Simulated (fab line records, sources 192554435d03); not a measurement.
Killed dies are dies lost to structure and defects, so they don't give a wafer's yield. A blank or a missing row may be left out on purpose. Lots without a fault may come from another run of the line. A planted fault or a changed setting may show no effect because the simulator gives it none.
Chamber matching | flow n5_finfet | N5_BEOL_M0_TRENCH_ETCH_107 on rie_diel-03: 4 sister chambers
The step etches SiOC in C4F6/O2, target depth 32.8 nm, time 16.4 s. 16 wafers are shown with their chamber, then 8 later ones without.

WAFERS WITH THEIR CHAMBER
wafer  | chamber | drypump_motor_current_A (A) | rf_vpp_V (V) | oes_product_au (a.u.)
L078.3 | 2       | 5.3                         | 674          | 0.69
L078.4 | 3       | 5.2                         | 663          | 0.69
L078.5 | 3       | 5.3                         | 666          | 0.70
L079.1 | 3       | 5.2                         | 664          | 0.70
L079.4 | 1       | 5.3                         | 665          | 0.89
L079.5 | 3       | 5.3                         | 664          | 0.70
L083.1 | 1       | 5.3                         | 664          | 0.85
L083.3 | 2       | 5.3                         | 673          | 0.68
L083.4 | 3       | 5.3                         | 664          | 0.69
L086.3 | 2       | 5.3                         | 672          | 0.68
L086.5 | 1       | 5.3                         | 663          | 0.85
L086.6 | 0       | 5.8                         | 687          | 0.88
L087.1 | 3       | 5.3                         | 664          | 0.69
L087.3 | 1       | 5.3                         | 663          | 0.85
L087.5 | 3       | 5.3                         | 665          | 0.69
L090.1 | 2       | 5.3                         | 672          | 0.67

SIGNATURES (means of the wafers above)
reading                 | chamber 0 | chamber 1 | chamber 2 | chamber 3 | scatter within a chamber
drypump_motor_current_A | 5.800     | 5.300     | 5.300     | 5.271     | 0.0345
rf_vpp_V                | 687.00    | 663.75    | 672.75    | 664.29    | 0.954
oes_product_au          | 0.8800    | 0.8600    | 0.6800    | 0.6943    | 0.0114
Rule: a wafer's distance from a chamber is the root of the sum, over the readings, of the square of ((its reading less the chamber's mean) divided by the reading's scatter). The wafer belongs to the nearest chamber; if the next one is less than 2 further off, it can't be placed. The scatter: the root of (the sum of the squares of (reading less its chamber's mean) over the shown wafers, divided by (wafers less chambers)).

WAFERS WITHOUT THEIR CHAMBER
wafer  | drypump_motor_current_A (A) | rf_vpp_V (V) | oes_product_au (a.u.)
L090.3 | 5.2                         | 662          | 0.67
L090.4 | 5.9                         | 685          | 0.86
L094.1 | 5.8                         | 685          | 0.85
L094.2 | 5.3                         | 664          | 0.83
L094.4 | 5.3                         | 664          | 0.83
L097.2 | 5.8                         | 684          | 0.83
L097.3 | 5.3                         | 663          | 0.82
L097.5 | 5.2                         | 665          | 0.67

WHICH CHAMBER EACH WENT THROUGH
wafer  | from the rows above | in truth
L090.3 | 3                   | 3
L090.4 | 0                   | 0
L094.1 | 0                   | 0
L094.2 | 1                   | 1
L094.4 | 1                   | 1
L097.2 | 0                   | 0
L097.3 | 1                   | 1
L097.5 | 3                   | 3
Placed correctly: 8 of 8. Can't be placed from these rows: 0. Placed wrongly: 0.
